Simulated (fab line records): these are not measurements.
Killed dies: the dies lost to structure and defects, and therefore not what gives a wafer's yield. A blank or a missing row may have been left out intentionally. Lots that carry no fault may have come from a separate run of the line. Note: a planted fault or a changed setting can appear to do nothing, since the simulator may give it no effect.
Chamber matching + flow nand_harc + rie_diel-03 running NHARC_A_STAIRCASE_DESCUM_270: 4 sister chambers
The step chemistry O2, time 3 s. 14 wafers are shown with their chamber, then 7 later ones without.

== WAFERS WITH THEIR CHAMBER ==
| wafer  | chamber | showerhead_plenum_p_Torr (Torr) | drypump_motor_current_A (A) | oes_product_au (a.u.) |
|--------|---------|---------------------------------|-----------------------------|-----------------------|
| L074.1 | 2       | 1.82                            | 6.1                         | 0.994                 |
| L074.3 | 1       | 1.92                            | 5.4                         | 0.994                 |
| L074.4 | 3       | 1.91                            | 5.6                         | 0.986                 |
| L077.1 | 3       | 1.91                            | 5.6                         | 1.000                 |
| L077.3 | 2       | 1.82                            | 6.0                         | 1.001                 |
| L077.4 | 1       | 1.91                            | 5.4                         | 0.998                 |
| L083.1 | 1       | 1.91                            | 5.4                         | 0.998                 |
| L083.3 | 0       | 1.85                            | 5.8                         | 1.014                 |
| L083.5 | 0       | 1.85                            | 5.8                         | 1.007                 |
| L086.1 | 1       | 1.91                            | 5.5                         | 0.995                 |
| L086.5 | 1       | 1.91                            | 5.4                         | 0.989                 |
| L086.6 | 2       | 1.81                            | 6.0                         | 1.001                 |
| L089.3 | 2       | 1.81                            | 6.1                         | 0.985                 |
| L089.4 | 1       | 1.90                            | 5.4                         | 0.991                 |

SIGNATURES, as means of the wafers listed above
| reading                  | chamber 0 | chamber 1 | chamber 2 | chamber 3 | scatter within a chamber |
|--------------------------|-----------|-----------|-----------|-----------|--------------------------|
| showerhead_plenum_p_Torr | 1.8500    | 1.9100    | 1.8150    | 1.9100    | 0.00548                  |
| drypump_motor_current_A  | 5.800     | 5.417     | 6.050     | 5.600     | 0.0428                   |
| oes_product_au           | 1.01050   | 0.99417   | 0.99525   | 0.99300   | 0.00602                  |
Rule: for each reading, subtract the chamber's mean from the wafer's reading, divide by that reading's scatter and square the result; add these up over the readings and take the root, which gives the wafer's distance from the chamber. If the next closest chamber is less than 2 further off than the closest, the wafer can't be placed; otherwise it belongs to the closest. How the scatter is found: for the shown wafers, subtract from each reading the mean of its chamber, square and add these, divide the total by (wafers less chambers), then take the root.

== WAFERS WITHOUT THEIR CHAMBER ==
| wafer  | showerhead_plenum_p_Torr (Torr) | drypump_motor_current_A (A) | oes_product_au (a.u.) |
|--------|---------------------------------|-----------------------------|-----------------------|
| L089.5 | 1.90                            | 5.5                         | 1.006                 |
| L092.2 | 1.84                            | 5.8                         | 1.008                 |
| L092.4 | 1.89                            | 5.5                         | 1.008                 |
| L092.5 | 1.81                            | 6.0                         | 0.998                 |
| L097.2 | 1.89                            | 5.5                         | 1.004                 |
| L097.3 | 1.80                            | 6.0                         | 0.997                 |
| L097.6 | 1.89                            | 5.4                         | 0.986                 |

== WHICH CHAMBER EACH ONE RAN IN ==
| wafer  | from the rows above     | in truth |
|--------|-------------------------|----------|
| L089.5 | can't be placed: 1 or 3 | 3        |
| L092.2 | 0                       | 0        |
| L092.4 | can't be placed: 1 or 3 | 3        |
| L092.5 | 2                       | 2        |
| L097.2 | can't be placed: 1 or 3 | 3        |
| L097.3 | 2                       | 2        |
| L097.6 | 1                       | 1        |
Correct placement for 4 of the 7. Unplaceable from these rows: 3, with the true chamber sitting among the candidates in 3. Wrongly placed: 0.
